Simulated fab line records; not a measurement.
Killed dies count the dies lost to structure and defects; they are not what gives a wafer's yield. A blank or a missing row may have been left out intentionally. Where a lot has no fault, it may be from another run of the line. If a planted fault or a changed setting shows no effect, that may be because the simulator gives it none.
fab line records    flow nandHarc
[record] lots = 5  wafers = 15  lastDay = 32
route steps=1302 shown A_CONTACT@991 END@1302
lots untouched by any fault: they come from a run of this same line in which no faults occurred
startH: the number of hours between the record's first day and the start of the first shown wafer of the lot    waitH: time in hours since the lot's previous step    " same as the row above    L1.1+2: a row that stands for several wafers    - no value present, or no start provided    * or withheld: withheld    < > ~ a bound
route shown NAME@n: NAME is a module with steps in the file, n the number in the route of the first one    usual: mean/standard deviation taken from wafers without a fault    same: alike in all rows    chamber/n: place in a boat    sites: per-site readings    _std_site: standard deviation across them    _edge_site: the outer-site mean with the inner-site mean subtracted    radiusMm: how far each site lies from the wafer's centre    mask NAME#n: copy n    behind: tool/chamber where the wafer was last shaped    hold: what put the lot on hold/how long, in hours/how the hold closed    device: the transistor (n, p or np) that didn't switch    end of line: the tests these same wafers got at the end of their route    for a step that has no rows: nothing shown but its recipe    killed: at the first sort, the dies lost to defects and structure; wafer yield is something else    map: dies across one wafer; x = killed, . = not, _ = none there
set.NAME: the setting as run; set.NAME@STEP: as run at that earlier step    model.NAME: the simulator's own value behind a step, which no gauge read
lots at some steps of the route; a table a step, a row a wafer
services: from which hour (startH, from the record's first day; less than 0 if before it) a tool's chamber was out of use, for how many hours, and why
[[steps]]
[step NHARC_A_CONTACT_COAT_36]
[recipe] spinRpm = 1500  resistThkNm = 90
[step NHARC_A_CONTACT_SOFTBAKE_37]
[recipe] tempC = 105  timeS = 55
[step NHARC_A_CONTACT_EBR_38]
[step NHARC_A_CONTACT_EXPOSE_39]
[recipe] na = 1.35  sigmaOuter = 0.8  doseMj = 58.79  maskId = A_CC_3
[step NHARC_A_CONTACT_PEB_40]
[recipe] pebTempC = 100  pebTimeS = 65
[step NHARC_A_CONTACT_DEVELOP_41]
[recipe] developTimeS = 35  devTempC = 23
[step NHARC_A_CONTACT_CD_MEAS_42]
[recipe] targetCdNm = 300  landingEnergyEv = 500
[usual] cdNm = 299.9/0.55
lot.wafer  tool      chamber  startH  waitH  cdNm
L429.1     cdSem-01  0        608.04  -      299.3
L429.2     "         0        "       "      300.0
L429.3     "         0        "       "      300.0
L430.1     cdSem-02  0        625.28  -      300.3
L430.2     "         0        "       "      299.3
L430.5     "         0        "       "      299.4
L432.1     cdSem-03  0        627.66  -      300.1
L432.5     "         0        "       "      300.3
L432.6     "         0        "       "      300.7
L434.1     cdSem-03  0        651.34  -      300.3
L434.2     "         0        "       "      299.9
L434.6     "         0        "       "      300.2
L440.2     cdSem-03  0        704.15  -      299.3
L440.4     "         0        "       "      299.3
L440.6     "         0        "       "      299.8
[step NHARC_A_CONTACT_OVL_MEAS_43]
[usual] overlayXNm = 0.2/0.9  overlayYNm = 0.1/0.94
lot.wafer  tool        chamber  startH  waitH  overlayXNm  overlayYNm
L429.1     overlay-02  -        608.12  -      0.7         -0.9
L429.2     "           -        "       "      0.8         -0.6
L429.3     "           -        "       "      0.1         -1.8
L430.1     overlay-02  -        625.37  -      0.2         0.7
L430.2     "           -        "       "      0.3         0.2
L430.5     "           -        "       "      0.2         0.9
L432.1     overlay-02  -        627.75  -      0.8         1.1
L432.5     "           -        "       "      0.8         0.9
L432.6     "           -        "       "      0.7         1.4
L434.1     overlay-01  -        651.42  -      -0.8        0.6
L434.2     "           -        "       "      -0.4        0.6
L434.6     "           -        "       "      -0.5        0.1
L440.2     overlay-01  -        704.24  -      1.8         0.7
L440.4     "           -        "       "      1.8         1.2
L440.6     "           -        "       "      2.1         1.3
[step NHARC_A_CONTACT_INSPECT_44]
[usual] rawDefectCount = 80/37
lot.wafer  tool              chamber  startH  waitH  rawDefectCount
L429.1     defectInspect-01  -        608.16  0.0    117
L429.2     "                 -        "       "      119
L429.3     "                 -        "       "      131
L430.1     defectInspect-01  -        625.40  0.0    96
L430.2     "                 -        "       "      88
L430.5     "                 -        "       "      94
L432.1     defectInspect-01  -        627.80  0.0    131
L432.5     "                 -        "       "      138
L432.6     "                 -        "       "      121
L434.1     defectInspect-01  -        651.46  0.0    103
L434.2     "                 -        "       "      118
L434.6     "                 -        "       "      110
L440.2     defectInspect-02  -        704.28  0.0    79
L440.4     "                 -        "       "      79
L440.6     "                 -        "       "      85
[step NHARC_A_CONTACT_DESCUM_47]
[recipe] timeS = 3  o2FlowSccm = 200  arFlowSccm = 0  biasPowerW = 0  chemistry = O2
[usual] drypumpMotorCurrentA = 5.8/0.49  oesProductAu = 1.004/0.011  rfVppV = 57.7/1  showerheadPlenumPTorr = 1.90/0.095  throttleValvePct = 11.312/0.0094
lot.wafer  tool        chamber  startH  waitH  drypumpMotorCurrentA  oesProductAu  rfHoursCounterH  rfVppV  showerheadPlenumPTorr  throttleValvePct
L429.2     rieDiel-13  1        608.22  0.1    5.1                   0.993         15               57.4    1.78                   11.317
L429.3     "           2        "       "      5.9                   0.999         16               57.4    1.80                   11.308
L429.1     "           3        "       "      5.1                   1.002         15               56.4    1.81                   11.325
L430.2     rieDiel-13  3        625.48  0.1    5.1                   0.995         18               57.1    1.81                   11.315
L430.1     "           0        "       "      6.5                   0.991         17               58.8    2.03                   11.318
L430.5     "           1        "       "      5.1                   0.985         -                56.7    1.78                   11.316
L432.1     rieDiel-11  0        627.86  0.1    5.3                   1.010         1                58.2    2.02                   11.302
L432.5     "           0        "       "      5.3                   1.027         -                56.5    2.02                   11.322
L432.6     "           1        "       "      6.3                   1.008         -                58.9    1.93                   11.310
L434.1     rieDiel-13  0        651.53  0.1    6.5                   0.995         22               57.6    2.02                   11.314
L434.2     "           2        "       "      5.9                   0.982         24               56.9    1.80                   11.310
L434.6     "           3        "       "      5.2                   0.992         -                55.4    1.81                   11.297
L440.4     rieDiel-11  2        704.34  0.1    5.6                   1.018         34               56.7    1.80                   11.326
L440.2     "           0        "       "      5.3                   1.014         30               58.4    2.01                   11.316
L440.6     "           3        "       "      6.3                   1.009         -                57.6    1.94                   11.316
[step NHARC_A_CONTACT_ETCH_48]
[recipe] targetDepthA = 390  overEtchFrac = 0.3  timeS = 65  ionEnergyEv = 80  cf4FlowSccm = 150  arFlowSccm = 0  rfW = 300  biasW = 100  chemistry = CF4
[step NHARC_A_CONTACT_ETCH_49]
[recipe] targetDepthA = 2600  overEtchFrac = 0.3  timeS = 475.3  ionEnergyEv = 200  n2FlowSccm = 150  h2FlowSccm = 150  arFlowSccm = 0  rfW = 400  biasW = 150  chemistry = N2/H2
[step NHARC_A_CONTACT_ETCH_50]
[recipe] targetDepthA = 1210  timeS = 60.5  cf4FlowSccm = 100  chf3FlowSccm = 30  arFlowSccm = 0  rfW = 500  biasW = 200  chemistry = CF4/CHF3
[usual] drypumpMotorCurrentA = 5.8/0.49  oesProductAu = 0.955/0.022  rfVppV = 370.0/2.4  showerheadPlenumPTorr = 1.56/0.073  throttleValvePct = 16.804/0.0093
lot.wafer  tool        chamber  startH  waitH  drypumpMotorCurrentA  oesProductAu  rfHoursCounterH  rfVppV  showerheadPlenumPTorr  throttleValvePct
L429.2     rieDiel-13  0        608.75  -      6.5                   0.970         15               373.3   1.66                   16.798
L429.3     "           1        "       "      5.1                   0.961         15               368.0   1.47                   16.802
L429.1     "           3        "       "      5.1                   0.967         16               367.7   1.49                   16.810
L430.1     rieDiel-13  3        625.98  -      5.2                   0.977         18               367.9   1.49                   16.784
L430.2     "           2        "       "      5.9                   0.953         19               368.5   1.49                   16.810
L430.5     "           3        "       "      5.2                   0.976         -                368.5   1.49                   16.799
L432.1     rieDiel-11  2        628.38  -      5.5                   1.000         1                367.8   1.50                   16.806
L432.6     "           1        "       "      6.3                   0.977         -                370.0   1.59                   16.801
L432.5     "           2        "       "      5.5                   0.989         -                369.3   1.49                   16.805
L434.2     rieDiel-13  3        652.80  -      5.2                   0.942         26               366.9   1.49                   16.805
L434.1     "           2        "       "      5.9                   0.924         25               367.3   1.49                   16.814
L434.6     "           0        "       "      6.5                   0.945         -                374.4   1.66                   16.811
L440.4     rieDiel-11  3        704.86  -      6.3                   0.968         30               369.8   1.59                   16.808
L440.2     "           1        "       "      6.4                   0.989         29               370.6   1.58                   16.803
L440.6     "           3        "       "      6.3                   0.973         -                371.3   1.59                   16.799
[step NHARC_A_CONTACT_ETCH_51]
[recipe] targetDepthA = 70000  overEtchFrac = 0.3  timeS = 1820  ionEnergyEv = 150  o2FlowSccm = 400  cosFlowSccm = 20  arFlowSccm = 0  rfW = 500  biasW = 300  chemistry = O2/COS
[usual] drypumpMotorCurrentA = 5.9/0.49  oesProductAu = 1.005/0.012  rfVppV = 313.6/2.2  showerheadPlenumPTorr = 3.09/0.14  throttleValvePct = 28.332/0.0089
lot.wafer  tool        chamber  startH  waitH  drypumpMotorCurrentA  oesProductAu  rfHoursCounterH  rfVppV  showerheadPlenumPTorr  throttleValvePct
L429.2     rieDiel-13  0        -       -      6.5                   1.012         15               317.7   3.30                   28.318
L429.3     "           1        "       "      5.1                   0.999         16               311.9   2.92                   28.331
L429.1     "           3        "       "      5.2                   0.996         16               311.1   2.96                   28.342
L430.1     rieDiel-13  0        -       -      6.5                   0.994         18               318.1   3.30                   28.332
L430.2     "           1        "       "      5.2                   0.998         18               310.7   2.92                   28.347
L430.5     "           3        "       "      5.2                   1.001         -                310.7   2.96                   28.333
L432.1     rieDiel-11  1        -       -      6.4                   1.011         2                314.8   3.15                   28.330
L432.6     "           0        "       "      5.3                   1.020         -                316.8   3.28                   28.331
L432.5     "           1        "       "      6.4                   1.014         -                314.6   3.15                   28.324
L434.1     rieDiel-13  3        -       -      5.2                   0.994         26               313.6   2.96                   28.331
L434.2     "           1        "       "      5.2                   0.977         23               311.3   2.91                   28.335
L434.6     "           2        "       "      5.9                   0.986         -                311.5   2.95                   28.336
L440.2     rieDiel-11  1        -       -      6.4                   1.010         30               313.1   3.14                   28.341
L440.4     "           2        "       "      5.6                   1.019         34               312.0   2.95                   28.331
L440.6     "           0        "       "      5.3                   1.024         -                316.6   3.26                   28.331
[step NHARC_A_CONTACT_ETCH_111]
[recipe] sourceW = withheld  pressureMtorr = 20  biasV = withheld  timeS = 140  targetDepthA = 7000  arFlowSccm = withheld  c4f8FlowSccm = withheld  o2FlowSccm = withheld  chemistry = C4F8/O2/Ar
lot.wafer  tool           chamber  startH  waitH  rfHoursCounterH
L429.1     harCapEtch-02  1        610.05  -      100
L429.2     "              0        "       "      100
L429.3     "              0        "       "      -
L430.1     harCapEtch-01  0        627.72  -      17
L430.2     "              1        "       "      17
L430.5     "              0        "       "      -
L432.1     harCapEtch-02  1        629.76  -      104
L432.6     "              0        "       "      -
L432.5     "              1        "       "      -
L434.1     harCapEtch-03  1        654.10  -      71
L434.2     "              0        "       "      71
L434.6     "              1        "       "      -
L440.2     harCapEtch-01  1        706.16  -      32
L440.4     "              0        "       "      -
L440.6     "              1        "       "      -
[step NHARC_A_CONTACT_ETCH_112]
[recipe] sourceW = withheld  pressureMtorr = 20  biasV = 3000  timeS = 190  targetDepthA = 18500  arFlowSccm = withheld  c4f8FlowSccm = withheld  o2FlowSccm = withheld  chemistry = C4F8/O2/Ar
[step NHARC_A_CONTACT_ETCH_113]
[recipe] sourceW = withheld  pressureMtorr = 20  biasV = 3000  timeS = 190  targetDepthA = 18500  arFlowSccm = withheld  c4f8FlowSccm = withheld  o2FlowSccm = withheld  chemistry = C4F8/O2/Ar
[step NHARC_A_CONTACT_ETCH_114]
[recipe] sourceW = withheld  pressureMtorr = 20  biasV = 3000  timeS = 190  targetDepthA = 18500  arFlowSccm = withheld  c4f8FlowSccm = withheld  o2FlowSccm = withheld  chemistry = C4F8/O2/Ar
[step NHARC_A_CONTACT_ETCH_115]
[recipe] sourceW = withheld  pressureMtorr = 20  biasV = 3000  timeS = 190  targetDepthA = 18500  arFlowSccm = withheld  c4f8FlowSccm = withheld  o2FlowSccm = withheld  chemistry = C4F8/O2/Ar
[step NHARC_A_CONTACT_ETCH_116]
[recipe] sourceW = withheld  pressureMtorr = 20  biasV = 3000  timeS = 190  targetDepthA = 18500  arFlowSccm = withheld  c4f8FlowSccm = withheld  o2FlowSccm = withheld  chemistry = C4F8/O2/Ar
[step NHARC_A_CONTACT_ETCH_117]
[recipe] sourceW = withheld  pressureMtorr = 20  biasV = 3000  timeS = 190  targetDepthA = 18500  arFlowSccm = withheld  c4f8FlowSccm = withheld  o2FlowSccm = withheld  chemistry = C4F8/O2/Ar
[step NHARC_A_CONTACT_ETCH_118]
[recipe] sourceW = withheld  pressureMtorr = 20  biasV = 3000  timeS = 190  targetDepthA = 18500  arFlowSccm = withheld  c4f8FlowSccm = withheld  o2FlowSccm = withheld  chemistry = C4F8/O2/Ar
[step NHARC_A_CONTACT_ETCH_119]
[recipe] sourceW = withheld  pressureMtorr = 20  biasV = 3000  timeS = 190  targetDepthA = 18500  arFlowSccm = withheld  c4f8FlowSccm = withheld  o2FlowSccm = withheld  chemistry = C4F8/O2/Ar
[step NHARC_A_CONTACT_ETCH_120]
[recipe] sourceW = withheld  pressureMtorr = 20  biasV = 3000  timeS = 190  targetDepthA = 18500  arFlowSccm = withheld  c4f8FlowSccm = withheld  o2FlowSccm = withheld  chemistry = C4F8/O2/Ar
[step NHARC_A_CONTACT_ETCH_121]
[recipe] sourceW = withheld  pressureMtorr = 20  biasV = 3000  timeS = 190  targetDepthA = 18500  arFlowSccm = withheld  c4f8FlowSccm = withheld  o2FlowSccm = withheld  chemistry = C4F8/O2/Ar
[step NHARC_A_CONTACT_ETCH_122]
[recipe] sourceW = withheld  pressureMtorr = 20  biasV = 3000  timeS = 190  targetDepthA = 18500  arFlowSccm = withheld  c4f8FlowSccm = withheld  o2FlowSccm = withheld  chemistry = C4F8/O2/Ar
[step NHARC_A_CONTACT_ETCH_123]
[recipe] sourceW = withheld  pressureMtorr = 20  biasV = 400  timeS = 490  targetDepthA = 21100  arFlowSccm = withheld  c4f8FlowSccm = 11.5  o2FlowSccm = 7.2  chemistry = C4F8/O2/Ar
[step NHARC_A_CONTACT_ETCH_90]
[recipe] targetDepthA = 400  overEtchFrac = 0.5  timeS = 85.7  ionEnergyEv = 120  ch3fFlowSccm = 50  o2FlowSccm = 30  arFlowSccm = 200  rfW = 500  biasW = 100  chemistry = CH3F/O2
[step NHARC_A_CONTACT_ETCH_96]
[recipe] targetDepthA = 200  overEtchFrac = 0.5  timeS = 10  ionEnergyEv = 250  c4f6FlowSccm = 25  o2FlowSccm = 20  arFlowSccm = 500  rfW = 600  biasW = 500  chemistry = C4F6/O2
[step NHARC_A_CONTACT_CD_MEAS_53]
[usual] cdNm = 289.8/0.91
lot.wafer  tool      chamber  startH  waitH  cdNm
L429.1     cdSem-02  -        613.31  -      290.1
L429.2     "         -        "       "      290.4
L429.3     "         -        "       "      291.0
L430.1     cdSem-02  -        631.00  -      290.8
L430.2     "         -        "       "      291.3
L430.5     "         -        "       "      291.2
L432.1     cdSem-03  -        633.00  -      289.5
L432.5     "         -        "       "      289.8
L432.6     "         -        "       "      289.6
L434.1     cdSem-02  -        657.39  -      289.6
L434.2     "         -        "       "      289.7
L434.6     "         -        "       "      289.8
L440.2     cdSem-01  -        709.57  -      289.3
L440.4     "         -        "       "      290.1
L440.6     "         -        "       "      289.3
[step NHARC_A_CONTACT_STRIP_99]
[recipe] n2FlowSccm = 150  h2FlowSccm = 150  arFlowSccm = 0  biasW = 0  chemistry = N2/H2
[step NHARC_A_CONTACT_STRIP_100]
[recipe] cf4FlowSccm = 100  chf3FlowSccm = 30  arFlowSccm = 0  biasW = 0  chemistry = CF4/CHF3
[step NHARC_A_CONTACT_STRIP_101]
[recipe] o2FlowSccm = 400  cosFlowSccm = 20  arFlowSccm = 0  biasW = 0  chemistry = O2/COS
[step NHARC_A_CONTACT_ETCH_102]
[recipe] targetDepthA = 1000  overetchA = 100  timeS = 55  ionEnergyEv = 100  cf4FlowSccm = 80  o2FlowSccm = 20  arFlowSccm = 0  rfW = 300  biasW = 100  chemistry = CF4/O2
[usual] drypumpMotorCurrentA = 5.8/0.55  oes_f_703_au = 1.000/0.0045  oesProductAu = 1.002/0.01  rfVppV = 197.4/1.7  showerheadPlenumPTorr = 1.31/0.067  throttleValvePct = 13.397/0.0094
lot.wafer  tool        chamber  startH  waitH  drypumpMotorCurrentA  oes_f_703_au  oesProductAu  rfHoursCounterH  rfVppV  showerheadPlenumPTorr  throttleValvePct
L429.3     rieDiel-13  2        613.60  0.1    5.8                   1.011         1.014         17               196.4   1.26                   13.387
L429.2     "           3        "       "      5.1                   1.000         0.995         16               197.0   1.26                   13.410
L429.1     "           0        "       "      6.5                   1.000         1.002         16               200.7   1.41                   13.402
L430.2     rieDiel-13  3        631.29  0.1    5.2                   1.004         1.001         20               195.3   1.26                   13.381
L430.1     "           0        "       "      6.5                   0.994         1.003         18               198.5   1.41                   13.406
L430.5     "           3        "       "      5.1                   1.004         0.997         -                196.1   1.26                   13.388
L432.1     rieDiel-13  1        633.30  0.1    5.1                   0.998         0.990         19               196.8   1.24                   13.410
L432.5     "           0        "       "      6.5                   0.996         0.999         -                201.3   1.41                   13.404
L432.6     "           1        "       "      5.2                   1.004         0.992         -                195.6   1.24                   13.386
L434.1     rieDiel-13  3        657.72  0.1    5.1                   0.994         0.991         27               196.6   1.26                   13.386
L434.2     "           1        "       "      5.1                   1.001         0.995         23               196.5   1.24                   13.417
L434.6     "           1        "       "      5.1                   0.995         0.983         -                197.2   1.24                   13.394
L440.4     rieDiel-10  1        709.86  0.1    6.1                   0.996         0.993         36               197.0   1.28                   13.396
L440.2     "           2        "       "      5.5                   0.997         1.019         28               199.3   1.43                   13.401
L440.6     "           0        "       "      6.2                   1.003         0.996         -                197.0   1.30                   13.392
[step NHARC_A_CONTACT_STRIP_55]
[recipe] o2FlowSccm = 500  arFlowSccm = 0  biasW = 0  chemistry = O2
[step NHARC_A_CONTACT_STRIP_56]
[recipe] timeS = 600  tempC = 30  chemistry = postEtchResidueRemover
[step NHARC_A_CONTACT_DEP_57]
[recipe] targetThkA = 53000  tempC = 400  material = aC
[step NHARC_A_CONTACT_DEP_58]
[recipe] targetThkA = 900  targetThkNm = 90  tempC = 400  pressureTorr = 3.5  flowSccm = 200  rfW = 350  material = SiON
[usual] heaterPowerW = 811/110
lot.wafer  tool      chamber  startH  waitH  heaterPowerW
L429.2     pecvd-03  1        618.54  2.1    976
L429.1     "         2        "       "      807
L429.3     "         0        "       "      574
L430.2     pecvd-03  1        635.22  2.2    906
L430.1     "         0        "       "      614
L430.5     "         0        "       "      629
L432.1     pecvd-02  1        637.90  2.8    908
L432.6     "         2        "       "      748
L432.5     "         0        "       "      957
L434.1     pecvd-04  0        662.08  2.7    673
L434.2     "         2        "       "      998
L434.6     "         2        "       "      1000
L440.2     pecvd-04  1        713.77  2.2    842
L440.4     "         1        "       "      852
L440.6     "         0        "       "      800
[step NHARC_A_CONTACT_DEHYDRATE_59]
[recipe] tempC = 150  timeS = 120
[step NHARC_A_CONTACT_HMDS_60]
[recipe] timeS = 30
[step NHARC_A_CONTACT_COAT_61]
[recipe] tempC = 260  timeS = 75
[step NHARC_A_CONTACT_COAT_62]
[recipe] tempC = 225  timeS = 65
[step NHARC_END_SORT_01]
[recipe] tempC = 25
[usual] killedAtArray = 53/20  killedAtOther = 1/1.2  killedAtPeriphery = 3.7/2.6  killedDies = 58/20  killedOpen = 3.5/1.8  killedShort = 2.4/1.7
[same] grossDies = 677
lot.wafer  tool       chamber  startH  waitH  killedAtArray  killedAtOther  killedAtPeriphery  killedDies  killedOpen  killedShort
L429.1     prober-01  0        676.21  2.5    94             2              6                  102         2           3
L429.2     prober-01  0        677.00  2.8    71             2              6                  79          6           4
L429.3     prober-01  0        677.80  3.1    79             1              4                  84          0           1
L432.1     prober-02  0        696.60  2.5    90             0              3                  93          3           4
L432.5     prober-02  0        699.84  3.7    93             0              2                  95          4           0
L432.6     prober-02  0        700.65  4.0    81             0              5                  86          3           2
L430.1     prober-01  0        704.33  2.5    52             5              4                  61          5           1
L430.2     prober-01  0        705.14  2.8    64             2              4                  70          3           3
L430.5     prober-01  0        707.56  3.7    64             2              5                  71          6           7
L434.1     prober-01  0        724.12  2.5    62             1              1                  64          4           2
L434.2     prober-01  0        724.93  2.8    82             0              0                  82          3           3
L434.6     prober-01  0        728.14  4.0    55             1              3                  59          1           2
L440.2     prober-01  0        774.24  2.8    61             1              8                  70          5           2
L440.4     prober-01  0        775.85  3.4    109            0              6                  115         2           2
L440.6     prober-01  0        777.46  4.0    133            0              7                  140         7           2
// killed by level:class
L429.1 A_CHANNEL_HOLE_D1:chamberFilmFlake=35 A_SLIT:chamberFilmFlake=31 A_BLC:chamberFilmFlake=6 A_STAIRCASE:chamberFilmFlake=5 A_CONTACT:chamberFilmFlake=4 P_BONDPAD:chamberFilmFlake=3 A_SGD_CUT:chamberFilmFlake=3 A_CHANNEL_HOLE_D2:chamberFilmFlake=2
L429.2 A_CHANNEL_HOLE_D1:chamberFilmFlake=32 A_SLIT:chamberFilmFlake=20 A_CONTACT:chamberFilmFlake=4 A_BLC:chamberFilmFlake=3 A_CHANNEL_HOLE_D2:chamberFilmFlake=2 THIN_TSV:chamberFilmFlake=2 P_STI:geometricParticle:open=1 P_GATE:geometricParticle:open=1
L429.3 A_CHANNEL_HOLE_D1:chamberFilmFlake=39 A_SLIT:chamberFilmFlake=27 A_CONTACT:chamberFilmFlake=7 A_BLC:chamberFilmFlake=5 P_GATE:chamberFilmFlake=2 P_M0:geometricParticle:short=1 P_BONDPAD:chamberFilmFlake=1 A_WL_FILL:chamberFilmFlake=1
L432.1 A_SLIT:chamberFilmFlake=34 A_CHANNEL_HOLE_D1:chamberFilmFlake=33 A_CHANNEL_HOLE_D2:chamberFilmFlake=9 A_DECK1_JOINT:chamberFilmFlake=3 A_STAIRCASE:chamberFilmFlake=3 A_CONTACT:chamberFilmFlake=3 A_ONON_D2:geometricParticle:open=2 P_CONTACT:geometricParticle:open=1
L432.5 A_CHANNEL_HOLE_D1:chamberFilmFlake=42 A_SLIT:chamberFilmFlake=32 A_CHANNEL_HOLE_D2:chamberFilmFlake=7 A_CONTACT:chamberFilmFlake=5 A_ONON_D1:geometricParticle:open=1 A_CHANNEL_FILL_D1:geometricParticle:open=1 A_ONON_D2:geometricParticle:open=1 A_CHANNEL_FILL_D2:geometricParticle:open=1
L432.6 A_CHANNEL_HOLE_D1:chamberFilmFlake=33 A_SLIT:chamberFilmFlake=18 A_CHANNEL_HOLE_D2:chamberFilmFlake=17 A_CONTACT:chamberFilmFlake=5 P_STI:chamberFilmFlake=2 P_GATE:chamberFilmFlake=2 A_ONON_D1:geometricParticle:open=1 A_CHANNEL_HOLE_D1:geometricParticle:short=1
L430.1 A_CHANNEL_HOLE_D1:chamberFilmFlake=33 A_CHANNEL_HOLE_D2:chamberFilmFlake=6 A_SLIT:chamberFilmFlake=5 THIN_TSV:chamberFilmFlake=5 A_WL_FILL:chamberFilmFlake=4 P_CONTACT:geometricParticle:open=1 P_M0:geometricParticle:open=1 P_M2:geometricParticle:open=1
L430.2 A_CHANNEL_HOLE_D1:chamberFilmFlake=35 A_CHANNEL_HOLE_D2:chamberFilmFlake=18 A_SLIT:chamberFilmFlake=4 THIN_TSV:chamberFilmFlake=2 P_GATE:geometricParticle:short=1 P_M0:geometricParticle:open=1 A_ONON_D1:geometricParticle:open=1 A_CHANNEL_FILL_D1:geometricParticle:short=1
L430.5 A_CHANNEL_HOLE_D1:chamberFilmFlake=34 A_CHANNEL_HOLE_D2:chamberFilmFlake=11 A_SLIT:chamberFilmFlake=7 A_WL_FILL:geometricParticle:short=3 P_ZERO_WELL:chamberFilmFlake=2 P_CONTACT:geometricParticle:open=1 P_CONTACT:geometricParticle:short=1 P_M0:geometricParticle:open=1
L434.1 A_CHANNEL_HOLE_D1:chamberFilmFlake=31 A_SLIT:chamberFilmFlake=18 A_ONON_D2:geometricParticle:open=2 A_WL_FILL:geometricParticle:short=2 A_STAIRCASE:chamberFilmFlake=2 A_WL_FILL:chamberFilmFlake=2 A_CONTACT:chamberFilmFlake=2 P_M1:geometricParticle:open=1
L434.2 A_CHANNEL_HOLE_D1:chamberFilmFlake=33 A_SLIT:chamberFilmFlake=33 A_CONTACT:chamberFilmFlake=4 A_WL_FILL:chamberFilmFlake=3 A_DECK1_JOINT:chamberFilmFlake=2 A_CHANNEL_FILL_D1:geometricParticle:open=1 A_CHANNEL_HOLE_D2:geometricParticle:short=1 A_WL_FILL:geometricParticle:short=1
L434.6 A_CHANNEL_HOLE_D1:chamberFilmFlake=32 A_SLIT:chamberFilmFlake=15 A_CONTACT:chamberFilmFlake=5 P_CONTACT:geometricParticle:short=1 P_CONTACT:geometricParticle:open=1 A_M0:geometricParticle:short=1 P_GATE:chamberFilmFlake=1 A_CHANNEL_FILL_D2:chamberFilmFlake=1
L440.2 A_CHANNEL_HOLE_D2:chamberFilmFlake=27 A_CHANNEL_HOLE_D1:chamberFilmFlake=8 A_CHANNEL_FILL_D1:chamberFilmFlake=6 A_SLIT:chamberFilmFlake=6 A_CONTACT:chamberFilmFlake=6 P_M0:geometricParticle:open=2 P_CONTACT:chamberFilmFlake=2 A_M0:chamberFilmFlake=2
L440.4 A_CONTACT:unspecified=73 A_CHANNEL_HOLE_D2:chamberFilmFlake=12 A_SLIT:chamberFilmFlake=8 A_CHANNEL_HOLE_D1:chamberFilmFlake=5 A_M0:chamberFilmFlake=3 P_GATE:chamberFilmFlake=2 P_BONDPAD:chamberFilmFlake=2 A_CONTACT:chamberFilmFlake=2
L440.6 A_CONTACT:unspecified=71 A_CHANNEL_HOLE_D2:chamberFilmFlake=17 A_CHANNEL_HOLE_D1:chamberFilmFlake=17 A_SLIT:chamberFilmFlake=10 A_STAIRCASE:chamberFilmFlake=6 A_CHANNEL_FILL_D2:geometricParticle:open=3 P_GATE:chamberFilmFlake=3 A_ONON_D1:geometricParticle:short=2
// map L440.6 (x killed, . not)
____________.____________
_________......._________
_______..........._______
______...x.x.......______
_____..............._____
____...........x.....____
____..x.x............____
___...................___
___.........x.x.......___
__..........xx.........__
__..........xx.........__
_..........x...x........_
_x............x........._
_..........xx........x.._
_.........x.......x....._
_...........xx.........._
....................x....
.........................
..................x......
...........xx.....x....x.
.........xxxxx..x.x..x...
_....xx..xxxxxx........._
_.....x.xxxxxxxx..xx.xx._
_......x.xxxxxxx...xxxx._
_......xxxxxxxx..x.xxx.._
_........xxxxx..xx.xxxx._
__......xxxxxxx...xxxxx__
__......xxxxxxxx.xxxx.x__
___......xxxxx...x..x.___
___......xxxxx.....x.x___
____.......xxx......x____
____......x.x.......x____
_____......x........_____
______............x______
_______..........._______
_________......._________
____________.____________
// map L432.5 (x killed, . not)
____________.____________
_________......._________
_______..........._______
______.............______
_____..........x...._____
____.........xx......____
____............x....____
___......x............___
___........xxxxxxx....___
__.........xxx.x.x..x..__
__.........xxxxx.......__
_..........xxxxx.....x.._
_........x.xxxxxx......._
_...........xx..xx.x...._
_..............x........_
_..x......x..xx........._
.......x....x..........x.
.........................
.........................
.....xx..................
....................x....
_..................x...._
_x..................xx.._
_...............x..xx.x._
_.........x.x.....xxxx.._
_................x.xxx.._
__...............x.xxx.__
__.....x.........xxxxxx__
___.........x.....x.xx___
___...............x.x.___
____.................____
____.................____
_____xxx.x.........._____
______x............______
_______xx........._______
_________....x.._________
____________.____________
[[services]]
tool           chamber  startH  hours  kind
pecvd-02       1        587.80  3.9    repair
pecvd-02       -        589.00  13.0   pm
rieDiel-13     0        602.00  -      clean
rieDiel-13     1        602.00  -      clean
rieDiel-13     2        602.00  -      clean
rieDiel-13     3        602.00  -      clean
rieDiel-10     -        602.53  9.0    pm
rieDiel-11     -        614.31  9.0    pm
rieDiel-10     2        621.33  14.7   repair
rieDiel-13     0        626.52  -      clean
rieDiel-13     1        626.52  -      clean
rieDiel-13     2        626.52  -      clean
rieDiel-13     3        626.52  -      clean
pecvd-04       -        631.15  13.0   pm
rieDiel-11     1        633.94  10.6   repair
rieDiel-13     0        651.02  -      clean
rieDiel-13     1        651.02  -      clean
rieDiel-13     2        656.08  23.4   repair
rieDiel-13     0        658.12  8.8    repair
rieDiel-13     -        661.48  13.2   repair
harCapEtch-02  -        680.07  1.0    repair
rieDiel-13     -        681.11  1.4    repair
rieDiel-13     -        696.50  9.0    pm
rieDiel-11     0        711.30  6.6    repair
[[key]]
[firstSign] step = NHARC_END_SORT_01  reading = killedDies  direction = up  sigmas = 3.5  usual = 58  struck = 128
[effect] step = NHARC_END_SORT_01  reading = killedAtArray  direction = up  sigmas = 3.5  usual = 53  struck = 121
[moreKillsBornAt] NHARC_A_CONTACT_ETCH_50@rieDiel-11 = 143
metAt NHARC_A_CONTACT_ETCH_50
struckWafers L440.4,L440.6
testerLeftOut L440
[fault] kind = chamberParticleSource  tool = rieDiel-11  chamber = 3  onsetH = 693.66  steps = NHARC_A_CONTACT_ETCH_50  ratePerVisitCm2 = 0.40844  endH = 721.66
// testerLeftOut: of these lots the tester's yield and bins aren't shown, on N5 and GAA mostly nor the transistor test; their killed dies are dies lost to structure and defects alone, not to doping, threshold or leakage, so they don't give the yield
